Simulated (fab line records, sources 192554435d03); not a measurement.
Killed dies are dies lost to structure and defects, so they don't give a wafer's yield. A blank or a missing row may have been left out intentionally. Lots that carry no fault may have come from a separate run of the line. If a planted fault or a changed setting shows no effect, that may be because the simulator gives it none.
Which tool was responsible?	flow n5-finfet	18 lots with 54 wafers sampled at 6 steps, on a route of 1938 steps

WHAT THE GAUGES READ, wafer by wafer
Not one reading of a measure or inspect step in the record can be checked against a usual standard deviation.

WHICH TOOL RAN EACH LOT (tool, then ch and the chambers of the sampled wafers, then the start)
lot	N5_BEOL_M7_CMP_52	N5_BEOL_M8_ETCH_61	N5_BEOL_M8_ETCH_62	N5_BEOL_M8_ETCH_66	N5_BEOL_M8_VIA_ETCH_34	N5_BEOL_M8_DEP_56
L074	cmp-01 ch 2,3, day 10 04:38	rie-diel-03 ch 1,2,3, day 10 06:44	rie-diel-03 ch 1,2,3, day 10 06:47	rie-diel-03 ch 0,1,2, day 10 10:08	rie-diel-03 ch 0,1,2, day 10 10:15	pecvd-03 ch 0,1, day 10 14:05
L075	cmp-02 ch 0,1,2, day 10 07:18	rie-diel-03 ch 1,3, day 10 10:30	rie-diel-03 ch 1,3, day 10 10:34	rie-diel-03 ch 0,1,2, day 10 13:11	rie-diel-03 ch 0,1,2, day 10 13:17	pecvd-01 ch 0,2, day 10 15:32
L078	cmp-02 ch 0,1,2, day 12 07:47	rie-diel-05 ch 2,3, day 12 09:38	rie-diel-05 ch 2,3, day 12 09:41	rie-diel-03 ch 0,2, day 12 11:34	rie-diel-03 ch 0,2, day 12 11:40	pecvd-01 ch 0,2, day 12 15:53
L079	cmp-01 ch 0,2,3, day 13 01:16	rie-diel-01 ch 0,1,2, day 13 03:56	rie-diel-01 ch 0,1,2, day 13 03:59	rie-diel-03 ch 0,1,2, day 13 07:14	rie-diel-03 ch 0,1,2, day 13 07:20	pecvd-01 ch 0,2, day 13 11:53
L080	cmp-04 ch 0,1,2, day 13 04:58	rie-diel-01 ch 1,3, day 13 08:36	rie-diel-01 ch 1,3, day 13 08:39	rie-diel-01 ch 0,1,2, day 13 10:51	rie-diel-01 ch 0,1,2, day 13 10:57	pecvd-03 ch 1,2, day 13 13:56
L081	cmp-01 ch 0,1,2, day 13 11:52	rie-diel-01 ch 1,3, day 13 15:07	rie-diel-01 ch 1,3, day 13 15:10	rie-diel-03 ch 0,1,3, day 13 17:38	rie-diel-03 ch 0,1,3, day 13 17:44	pecvd-03 ch 0,1, day 13 23:29
L082	cmp-02 ch 0,1,3, day 13 17:47	rie-diel-05 ch 1,2,3, day 13 22:40	rie-diel-05 ch 1,2,3, day 13 22:43	rie-diel-01 ch 0,1,2, day 14 02:30	rie-diel-01 ch 0,1,2, day 14 02:36	pecvd-02 ch 0,2, day 14 06:10
L083	cmp-02 ch 0,2,3, day 14 06:16	rie-diel-03 ch 0,1,3, day 14 08:47	rie-diel-03 ch 0,1,3, day 14 08:50	rie-diel-01 ch 0,2, day 14 09:49	rie-diel-01 ch 0,2, day 14 09:55	pecvd-02 ch 1,2, day 14 14:35
L084	cmp-02 ch 0,1,3, day 14 14:09	rie-diel-05 ch 1,2,3, day 14 18:04	rie-diel-05 ch 1,2,3, day 14 18:07	rie-diel-05 ch 0,2,3, day 14 21:08	rie-diel-05 ch 0,2,3, day 14 21:14	pecvd-01 ch 0,1, day 15 01:20
L085	cmp-04 ch 0,1,2, day 14 16:02	rie-diel-01 ch 0,1, day 14 19:35	rie-diel-01 ch 0,1, day 14 19:39	rie-diel-01 ch 0,1, day 14 21:15	rie-diel-01 ch 0,1, day 14 21:21	pecvd-01 ch 0,2, day 15 01:35
L086	cmp-04 ch 0,1,3, day 14 19:10	rie-diel-01 ch 0,1,3, day 14 22:01	rie-diel-01 ch 0,1,3, day 14 22:04	rie-diel-01 ch 0,1,3, day 14 23:28	rie-diel-01 ch 0,1,3, day 14 23:34	pecvd-03 ch 1,2, day 15 03:46
L089	cmp-01 ch 0,3, day 15 03:43	rie-diel-01 ch 0,3, day 15 07:58	rie-diel-01 ch 0,3, day 15 08:04	rie-diel-03 ch 2,3, day 15 10:16	rie-diel-03 ch 2,3, day 15 10:22	pecvd-02 ch 1,2, day 15 12:54
L091	cmp-01 ch 1,2, day 16 01:41	rie-diel-03 ch 0,2,3, day 16 05:32	rie-diel-03 ch 0,2,3, day 16 05:35	rie-diel-05 ch 0,1, day 16 06:43	rie-diel-05 ch 0,1, day 16 06:49	pecvd-03 ch 1,2, day 16 10:39
L094	cmp-02 ch 0,1,2, day 16 11:20	rie-diel-05 ch 1,3, day 16 15:31	rie-diel-05 ch 1,3, day 16 15:34	rie-diel-01 ch 1,2,3, day 16 18:22	rie-diel-01 ch 1,2,3, day 16 18:28	pecvd-03 ch 0,2, day 16 21:37
L093	cmp-01 ch 0,1,2, day 16 15:02	rie-diel-03 ch 0,1,3, day 16 16:55	rie-diel-03 ch 0,1,3, day 16 16:58	rie-diel-05 ch 0,1, day 16 18:29	rie-diel-05 ch 0,1, day 16 18:35	pecvd-01 ch 1,2, day 16 21:43
L095	cmp-04 ch 0,1,2, day 16 16:59	rie-diel-03 ch 0,2,3, day 16 19:32	rie-diel-03 ch 0,2,3, day 16 19:36	rie-diel-05 ch 0,1,3, day 16 20:44	rie-diel-05 ch 0,1,3, day 16 20:50	pecvd-01 ch 0,2, day 17 01:27
L096	cmp-04 ch 1,2, day 16 20:17	rie-diel-05 ch 0,1, day 16 22:07	rie-diel-05 ch 0,1, day 16 22:10	rie-diel-05 ch 0,1,3, day 16 23:38	rie-diel-05 ch 0,1,3, day 16 23:44	pecvd-02 ch 0,2, day 17 02:47
L097	cmp-04 ch 0,1, day 16 21:23	rie-diel-01 ch 1,2,3, day 17 00:53	rie-diel-01 ch 1,2,3, day 17 00:57	rie-diel-05 ch 1,3, day 17 03:38	rie-diel-05 ch 1,3, day 17 03:44	pecvd-03 ch 0,1,2, day 17 06:22
- N5_BEOL_M7_CMP_52: polishes, stops on SiCOH lowk, t overpolish 6.9 s, target thk 80 nm.
- N5_BEOL_M8_ETCH_61: etches SiARC in CF4, target depth 45.5 nm, time 75.8 s.
- N5_BEOL_M8_ETCH_62: etches SOC in N2/H2, target depth 110 nm, overetch 22 nm, time 165 s.
- N5_BEOL_M8_ETCH_66: etches SOC in N2/H2, target depth 80 nm, overetch 16 nm, time 120 s.
- N5_BEOL_M8_VIA_ETCH_34: etches SiCOH lowk in C4F6/O2, target depth 125.5 nm, time 50.5 s.
- N5_BEOL_M8_DEP_56: deposits SiCN from 3MS/NH3, target thk 10 nm, time 17.5 s.

WHAT THE TOOLS THEMSELVES READ (means of the sampled wafers that have a number; where no wafer has one, the mark that the record gives instead)
N5_BEOL_M7_CMP_52.
lot	tool	barrier-field-endpoint-s (s)	edge-zone-pressure-frac	motor-current-A (A)	overpolish-run-s (s)	slurry-filter-dp-kPa (kPa)	time-to-endpoint-s (s)
L074	cmp-01	29.4	0.999	6.2	6.908	13.36	65
L075	cmp-02	29.2	0.998	6.4	6.908	13.34	66
L078	cmp-02	29.0	0.998	6.2	6.901	13.64	59
L079	cmp-01	28.8	1.004	6.0	6.896	13.62	62
L080	cmp-04	29.4	0.997	5.9	6.895	13.50	65
L081	cmp-01	29.7	1.002	6.2	6.899	13.46	63
L082	cmp-02	28.0	0.998	6.2	6.895	13.56	61
L083	cmp-02	28.6	0.993	6.2	6.898	13.68	60
L084	cmp-02	28.6	1.004	6.0	6.905	13.60	60
L085	cmp-04	29.1	0.999	5.9	6.903	13.48	63
L086	cmp-04	30.0	0.999	6.1	6.900	13.52	68
L089	cmp-01	29.0	1.002	6.2	6.904	13.43	66
L091	cmp-01	28.9	0.996	6.2	6.895	13.53	64
L094	cmp-02	29.0	1.000	6.2	6.902	13.48	62
L093	cmp-01	28.9	0.999	6.2	6.906	13.60	61
L095	cmp-04	30.0	1.001	5.7	6.895	13.56	63
L096	cmp-04	30.4	1.006	6.0	6.901	13.44	68
L097	cmp-04	30.1	1.002	6.2	6.904	13.47	70

N5_BEOL_M8_ETCH_61.
lot	tool	drypump-motor-current-A (A)	etch-rf-on-time-s (s)	mfc-ar-sccm (sccm)	oes-product-au (a.u.)	rf-vpp-V (V)	showerhead-plenum-p-Torr (Torr)	throttle-valve-pct (%)
L074	rie-diel-03	6.3	74.6	100.1	0.68	184.6	2.18	15.78
L075	rie-diel-03	6.2	77.0	99.7	0.67	185.0	2.18	15.66
L078	rie-diel-05	5.6	73.9	99.8	0.72	183.8	2.14	15.46
L079	rie-diel-01	6.0	76.8	99.9	0.63	183.0	2.11	15.63
L080	rie-diel-01	6.0	73.9	99.9	0.66	182.9	2.04	15.37
L081	rie-diel-01	6.0	73.8	100.1	0.67	182.6	2.04	15.39
L082	rie-diel-05	5.7	74.6	100.1	0.70	183.6	2.13	15.55
L083	rie-diel-03	6.0	76.8	100.2	0.72	184.5	2.14	15.63
L084	rie-diel-05	5.8	74.8	99.6	0.69	184.4	2.13	15.56
L085	rie-diel-01	6.4	74.6	100.3	0.66	182.6	2.07	15.51
L086	rie-diel-01	5.9	75.9	99.9	0.63	182.6	2.02	15.57
L089	rie-diel-01	5.9	77.7	99.8	0.61	182.1	2.01	15.73
L091	rie-diel-03	6.1	75.0	100.1	0.70	184.4	2.14	15.77
L094	rie-diel-05	6.0	75.3	99.9	0.72	183.8	2.09	15.46
L093	rie-diel-03	6.0	76.3	100.0	0.70	184.4	2.14	15.66
L095	rie-diel-03	6.1	75.3	100.1	0.70	183.8	2.14	15.78
L096	rie-diel-05	5.6	76.0	100.0	0.68	183.3	2.14	15.61
L097	rie-diel-01	5.6	75.6	99.8	0.69	183.5	2.07	15.44

N5_BEOL_M8_ETCH_62.
lot	tool	drypump-motor-current-A (A)	n2-flow-sccm (sccm)	oes-product-au (a.u.)	rf-vpp-V (V)	showerhead-plenum-p-Torr (Torr)	throttle-valve-pct (%)
L074	rie-diel-03	6.3	200.2	0.66	525.6	2.59	17.96
L075	rie-diel-03	6.2	199.2	0.67	525.6	2.59	17.87
L078	rie-diel-05	5.6	200.0	0.70	524.6	2.52	17.58
L079	rie-diel-01	6.0	200.3	0.64	522.8	2.50	17.84
L080	rie-diel-01	6.0	199.4	0.65	520.6	2.42	17.61
L081	rie-diel-01	6.0	199.4	0.65	520.5	2.42	17.61
L082	rie-diel-05	5.8	199.6	0.69	524.2	2.52	17.68
L083	rie-diel-03	6.0	200.1	0.71	523.4	2.54	17.89
L084	rie-diel-05	5.8	200.5	0.69	523.0	2.52	17.67
L085	rie-diel-01	6.3	200.1	0.65	520.8	2.46	17.74
L086	rie-diel-01	5.9	200.0	0.63	520.2	2.40	17.71
L089	rie-diel-01	5.8	200.2	0.62	518.6	2.37	17.81
L091	rie-diel-03	6.1	199.4	0.69	523.1	2.54	18.00
L094	rie-diel-05	6.0	200.2	0.70	521.9	2.45	17.57
L093	rie-diel-03	6.0	199.7	0.70	523.6	2.54	17.91
L095	rie-diel-03	6.1	200.5	0.69	524.2	2.54	18.01
L096	rie-diel-05	5.7	200.2	0.68	522.9	2.52	17.72
L097	rie-diel-01	5.7	200.3	0.68	521.5	2.45	17.66

N5_BEOL_M8_ETCH_66.
lot	tool	drypump-motor-current-A (A)	n2-flow-sccm (sccm)	oes-product-au (a.u.)	rf-vpp-V (V)	showerhead-plenum-p-Torr (Torr)	throttle-valve-pct (%)
L074	rie-diel-03	6.4	199.5	0.64	523.6	2.54	17.82
L075	rie-diel-03	6.4	199.8	0.63	524.1	2.54	17.82
L078	rie-diel-03	6.2	200.1	0.61	523.5	2.50	17.98
L079	rie-diel-03	6.4	200.0	0.61	524.1	2.53	17.84
L080	rie-diel-01	6.0	199.9	0.57	522.6	2.50	17.82
L081	rie-diel-03	6.0	200.5	0.65	524.2	2.55	17.88
L082	rie-diel-01	6.0	200.2	0.56	522.8	2.50	17.83
L083	rie-diel-01	5.9	199.5	0.56	522.1	2.48	17.92
L084	rie-diel-05	5.5	200.0	0.61	523.8	2.55	17.71
L085	rie-diel-01	6.4	200.6	0.59	521.3	2.46	17.74
L086	rie-diel-01	5.9	199.5	0.57	520.2	2.40	17.70
L089	rie-diel-03	6.0	200.0	0.66	524.2	2.59	17.95
L091	rie-diel-05	5.9	200.2	0.63	522.9	2.49	17.66
L094	rie-diel-01	5.7	199.9	0.61	521.1	2.45	17.64
L093	rie-diel-05	5.7	200.2	0.61	523.3	2.52	17.72
L095	rie-diel-05	5.7	199.7	0.62	523.2	2.49	17.60
L096	rie-diel-05	5.7	200.1	0.62	522.8	2.49	17.60
L097	rie-diel-05	6.0	200.4	0.64	521.5	2.45	17.55

N5_BEOL_M8_VIA_ETCH_34.
lot	tool	drypump-motor-current-A (A)	mfc-ar-sccm (sccm)	oes_ar_750_au (a.u.)	oes_o_777_au (a.u.)	oes-product-au (a.u.)	rf-vpp-V (V)	showerhead-plenum-p-Torr (Torr)	throttle-valve-pct (%)
L074	rie-diel-03	6.4	300.5	0.84	0.84	0.82	653	2.85	20.92
L075	rie-diel-03	6.4	298.6	0.83	0.84	0.82	652	2.85	20.94
L078	rie-diel-03	6.2	300.0	0.81	0.80	0.80	657	2.80	21.05
L079	rie-diel-03	6.4	300.1	0.81	0.82	0.80	652	2.84	20.95
L080	rie-diel-01	6.0	300.4	0.74	0.73	0.74	657	2.80	20.89
L081	rie-diel-03	6.0	300.2	0.85	0.85	0.85	665	2.85	20.94
L082	rie-diel-01	6.0	300.1	0.73	0.74	0.73	657	2.80	20.89
L083	rie-diel-01	5.9	300.3	0.72	0.70	0.71	656	2.79	21.05
L084	rie-diel-05	5.5	300.3	0.80	0.80	0.79	658	2.87	20.87
L085	rie-diel-01	6.4	300.6	0.76	0.77	0.76	647	2.74	20.75
L086	rie-diel-01	5.9	300.5	0.75	0.75	0.74	650	2.69	20.77
L089	rie-diel-03	6.0	299.2	0.87	0.88	0.87	669	2.90	21.13
L091	rie-diel-05	5.9	299.8	0.82	0.81	0.82	658	2.81	20.86
L094	rie-diel-01	5.7	301.0	0.81	0.80	0.80	663	2.75	20.71
L093	rie-diel-05	5.6	299.4	0.80	0.78	0.79	654	2.85	20.96
L095	rie-diel-05	5.7	299.6	0.81	0.82	0.81	657	2.81	20.82
L096	rie-diel-05	5.7	299.1	0.82	0.81	0.81	657	2.81	20.83
L097	rie-diel-05	6.0	300.1	0.83	0.83	0.84	660	2.77	20.77

N5_BEOL_M8_DEP_56.
lot	tool	chamber-pressure-Torr (Torr)	showerhead-plenum-p-Torr (Torr)	throttle-valve-pct (%)
L074	pecvd-03	3.003	3.668	9.1
L075	pecvd-01	2.998	3.652	9.1
L078	pecvd-01	3.002	3.668	8.9
L079	pecvd-01	3.006	3.658	9.0
L080	pecvd-03	3.005	3.670	8.9
L081	pecvd-03	2.993	3.664	9.3
L082	pecvd-02	3.010	3.667	9.0
L083	pecvd-02	3.002	3.682	9.5
L084	pecvd-01	2.996	3.658	8.4
L085	pecvd-01	2.996	3.663	9.0
L086	pecvd-03	3.001	3.668	8.9
L089	pecvd-02	2.998	3.684	9.3
L091	pecvd-03	3.002	3.670	8.8
L094	pecvd-03	2.994	3.666	9.0
L093	pecvd-01	3.001	3.661	8.4
L095	pecvd-01	2.993	3.659	8.9
L096	pecvd-02	2.999	3.654	9.1
L097	pecvd-03	3.009	3.671	9.0

THE ANSWER, worked out from the rows above alone
Rule: the lots themselves supply what counts as usual. Put in order of their means at a reading, lots are off if they are a third of the lots or fewer, leave a main group of 4 or more, and stand apart from it by a gap of 3 or more times the standard deviation of the main group's means; of several such gaps the widest counts. Not used: any main group whose means are identical at the precision the tables above print for the reading. Also off: a lot with no number at a reading for which 4 or more lots have one. All remaining lots with rows at the step are treated as sound. First the gauges in route order, then the tools' own readings, where a lot's mean is used as printed above. The first step at which some lot is off is used, and at that step the reading that is off furthest; a lot without a number counts as furthest.
Nothing can be told from this: no lot is off at any reading shown.

WHAT HAD BEEN PUT IN BY THE SIMULATOR
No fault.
